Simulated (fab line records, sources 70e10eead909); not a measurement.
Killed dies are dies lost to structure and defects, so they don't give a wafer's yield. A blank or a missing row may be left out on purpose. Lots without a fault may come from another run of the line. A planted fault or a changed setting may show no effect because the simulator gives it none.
Which tool did it? | flow nand_harc | 24 lots, 72 wafers sampled, at 4 steps of a route of 1302

WHAT THE GAUGES READ, wafer by wafer
NHARC_A_M0_THK_MEAS_24: measures by xrf.
lot  | measured     | on            | thk_nm (nm)
L076 | day 23 02:14 | film_metro-02 | 113.1 111.7 114.2
L075 | day 23 08:16 | film_metro-02 | 113.8 113.0 114.9
L074 | day 23 09:53 | film_metro-02 | 112.8 114.5 114.1
L077 | day 24 02:44 | film_metro-02 | 115.3 112.4 113.4
L078 | day 24 03:23 | film_metro-02 | 115.2 109.7 113.7
L080 | day 24 14:20 | film_metro-02 | 111.3 112.9 112.0
L079 | day 24 15:59 | film_metro-02 | 112.4 111.9 114.1
L081 | day 25 10:11 | film_metro-02 | 113.0 113.5 115.2
L084 | day 26 09:58 | film_metro-02 | 112.4 113.8 114.1
L082 | day 26 10:31 | film_metro-01 | 113.3 113.8 114.6
L083 | day 26 14:23 | film_metro-02 | 113.5 114.3 114.4
L085 | day 27 12:12 | film_metro-01 | 112.5 114.1 112.7
L086 | day 27 15:04 | film_metro-01 | 114.0 115.0 114.6
L087 | day 27 17:26 | film_metro-01 | 114.5 113.5 113.3
L088 | day 28 09:56 | film_metro-01 | 111.3 114.5 111.6
L089 | day 28 11:11 | film_metro-02 | 112.9 116.5 114.9
L090 | day 29 23:44 | film_metro-02 | 115.4 117.4 115.3
L091 | day 30 10:50 | film_metro-02 | 113.0 113.3 113.2
L093 | day 30 14:14 | film_metro-01 | 114.8 115.3 115.6
L094 | day 30 14:58 | film_metro-01 | 113.5 111.9 110.6
L092 | day 30 21:09 | film_metro-01 | 112.9 113.1 112.8
L095 | day 31 13:54 | film_metro-02 | 112.5 114.7 112.5
L096 | day 31 19:36 | film_metro-01 | 116.1 115.2 115.6
L097 | day 31 20:32 | film_metro-01 | 112.0 115.1 113.8

NHARC_A_BONDPAD_THK_MEAS_30: measures by ellipsometry.
lot  | measured     | on            | thk_nm (nm)
L076 | day 23 08:19 | film_metro-02 | 200.7 200.8 199.3
L075 | day 23 14:05 | film_metro-02 | 201.6 200.8 198.2
L074 | day 23 15:34 | film_metro-02 | 201.5 201.3 201.4
L077 | day 24 08:46 | film_metro-02 | 201.5 199.7 200.7
L078 | day 24 09:03 | film_metro-02 | 201.2 199.4 196.8
L080 | day 24 20:01 | film_metro-02 | 200.5 199.5 202.1
L079 | day 24 21:32 | film_metro-02 | 200.1 197.1 198.9
L081 | day 25 15:55 | film_metro-02 | 199.2 198.6 200.6
L084 | day 26 15:35 | film_metro-01 | 201.8 199.9 202.0
L082 | day 26 16:07 | film_metro-02 | 198.9 202.7 197.1
L083 | day 26 20:28 | film_metro-02 | 199.8 198.6 200.1
L085 | day 27 17:52 | film_metro-02 | 200.8 199.7 201.6
L086 | day 27 20:44 | film_metro-02 | 202.3 200.4 203.3
L087 | day 27 23:04 | film_metro-01 | 200.5 201.2 199.9
L088 | day 28 15:35 | film_metro-02 | 200.7 198.7 202.5
L089 | day 28 16:47 | film_metro-01 | 197.9 198.1 199.4
L090 | day 30 05:23 | film_metro-02 | 200.3 199.0 202.3
L091 | day 30 16:31 | film_metro-01 | 198.3 199.4 202.0
L093 | day 30 19:53 | film_metro-02 | 199.9 200.9 200.1
L094 | day 30 20:47 | film_metro-02 | 198.3 200.2 202.3
L092 | day 31 02:49 | film_metro-01 | 200.4 199.7 199.4
L095 | day 31 19:42 | film_metro-01 | 200.6 200.1 202.0
L096 | day 32 01:16 | film_metro-01 | 200.7 201.6 199.5
L097 | day 32 02:44 | film_metro-02 | 197.7 198.1 201.2

WHICH TOOL RAN EACH LOT (tool, then ch and the chambers of the sampled wafers, then the start)
lot  | NHARC_A_M1_PVD_21                       | NHARC_A_M1_PRE_CLEAN_32
L076 | pvd_sputter-02, day 23 07:01 or earlier | pecvd-02 ch 0,1,2, day 23 07:01
L075 | pvd_sputter-01, day 23 12:49 or earlier | pecvd-02 ch 0,1,2, day 23 12:49
L074 | pvd_sputter-01, day 23 14:17 or earlier | pecvd-02 ch 0,1,2, day 23 14:17
L077 | pvd_sputter-02, day 24 07:22 or earlier | pecvd-02 ch 0,1,2, day 24 07:22
L078 | pvd_sputter-01, day 24 07:46 or earlier | pecvd-04 ch 0,1, day 24 07:46
L080 | pvd_sputter-03, day 24 18:45 or earlier | pecvd-02 ch 0,1, day 24 18:45
L079 | pvd_sputter-03, day 24 20:15 or earlier | pecvd-04 ch 0,2, day 24 20:15
L081 | pvd_sputter-03, day 25 14:37 or earlier | pecvd-03 ch 1,2, day 25 14:37
L084 | pvd_sputter-03, day 26 14:17 or earlier | pecvd-02 ch 0,1,2, day 26 14:17
L082 | pvd_sputter-02, day 26 14:50 or earlier | pecvd-03 ch 0,1, day 26 14:50
L083 | pvd_sputter-03, day 26 19:11 or earlier | pecvd-03 ch 0,2, day 26 19:11
L085 | pvd_sputter-03, day 27 16:33 or earlier | pecvd-03 ch 0,2, day 27 16:33
L086 | pvd_sputter-03, day 27 19:29 or earlier | pecvd-02 ch 0,1,2, day 27 19:29
L087 | pvd_sputter-03, day 27 21:46 or earlier | pecvd-03 ch 0,1, day 27 21:46
L088 | pvd_sputter-02, day 28 14:17 or earlier | pecvd-02 ch 0,1,2, day 28 14:17
L089 | pvd_sputter-03, day 28 15:31 or earlier | pecvd-02 ch 0,1, day 28 15:31
L090 | pvd_sputter-03, day 30 04:06 or earlier | pecvd-03 ch 0,1, day 30 04:06
L091 | pvd_sputter-02, day 30 15:14 or earlier | pecvd-02 ch 0,2, day 30 15:14
L093 | pvd_sputter-02, day 30 18:37 or earlier | pecvd-02 ch 1,2, day 30 18:37
L094 | pvd_sputter-01, day 30 19:22 or earlier | pecvd-02 ch 0,1,2, day 30 19:22
L092 | pvd_sputter-02, day 31 01:32 or earlier | pecvd-04 ch 0,1,2, day 31 01:32
L095 | pvd_sputter-02, day 31 18:26 or earlier | pecvd-04 ch 0,2, day 31 18:26
L096 | pvd_sputter-02, day 32 00:01 or earlier | pecvd-03 ch 0,1,2, day 32 00:01
L097 | pvd_sputter-02, day 32 01:28 or earlier | pecvd-02 ch 0,1,2, day 32 01:28
- NHARC_A_M1_PVD_21: deposits Cu, target thk 30 nm, time 20.49 s.
- NHARC_A_M1_PRE_CLEAN_32: time 12 s.

WHAT THE TOOLS THEMSELVES READ (means of the sampled wafers that have a number; where no wafer has one, the mark that the record gives instead)
NHARC_A_M1_PVD_21.
lot  | tool           | substrate_temp_c (C) | throttle_valve_pct (%)
L076 | pvd_sputter-02 | 29.98                | 30.1
L075 | pvd_sputter-01 | 30.14                | 29.1
L074 | pvd_sputter-01 | 29.91                | 30.0
L077 | pvd_sputter-02 | 30.04                | 30.5
L078 | pvd_sputter-01 | 29.95                | 30.1
L080 | pvd_sputter-03 | 29.99                | 29.4
L079 | pvd_sputter-03 | 30.00                | 28.4
L081 | pvd_sputter-03 | 29.97                | 29.9
L084 | pvd_sputter-03 | 29.97                | 28.7
L082 | pvd_sputter-02 | 30.04                | 30.6
L083 | pvd_sputter-03 | 30.07                | 29.1
L085 | pvd_sputter-03 | 29.97                | 29.2
L086 | pvd_sputter-03 | 30.09                | 29.0
L087 | pvd_sputter-03 | 29.92                | 29.3
L088 | pvd_sputter-02 | 29.92                | 30.3
L089 | pvd_sputter-03 | 29.89                | 29.0
L090 | pvd_sputter-03 | 29.85                | 28.8
L091 | pvd_sputter-02 | 29.91                | 30.1
L093 | pvd_sputter-02 | 30.08                | 30.4
L094 | pvd_sputter-01 | 29.99                | 30.0
L092 | pvd_sputter-02 | 29.98                | 30.4
L095 | pvd_sputter-02 | 29.92                | 30.1
L096 | pvd_sputter-02 | 30.10                | 30.4
L097 | pvd_sputter-02 | 30.05                | 30.3

NHARC_A_M1_PRE_CLEAN_32.
lot  | tool     | heater_power_w (W)
L076 | pecvd-02 | 616
L075 | pecvd-02 | 602
L074 | pecvd-02 | 620
L077 | pecvd-02 | 622
L078 | pecvd-04 | 599
L080 | pecvd-02 | 636
L079 | pecvd-04 | 714
L081 | pecvd-03 | 568
L084 | pecvd-02 | 635
L082 | pecvd-03 | 632
L083 | pecvd-03 | 710
L085 | pecvd-03 | 652
L086 | pecvd-02 | 622
L087 | pecvd-03 | 609
L088 | pecvd-02 | 589
L089 | pecvd-02 | 578
L090 | pecvd-03 | 690
L091 | pecvd-02 | 672
L093 | pecvd-02 | 523
L094 | pecvd-02 | 642
L092 | pecvd-04 | 681
L095 | pecvd-04 | 644
L096 | pecvd-03 | 645
L097 | pecvd-02 | 632

THE ANSWER, worked out from the rows above alone
Rule: what is usual is taken from the lots themselves. Put in order of their means at a reading, lots are off if they are a third of the lots or fewer, leave a main group of 4 or more, and stand apart from it by a gap of 3 or more times the standard deviation of the main group's means; of several such gaps the widest counts. A main group whose means are all the same, to the digits that the tables above print for the reading, isn't used. A lot without any number at a reading at which 4 lots or more have one is off too. The other lots that the step has rows for count as sound. The gauges are gone through in route order, then the tools' own readings, and for those a lot's mean is taken as printed above. The first step at which some lot is off is used, and at that step the reading that is off furthest; a lot without a number counts as furthest.
No lot is off at any reading shown: from this, nothing can be told.

WHAT THE SIMULATOR HAD PUT IN
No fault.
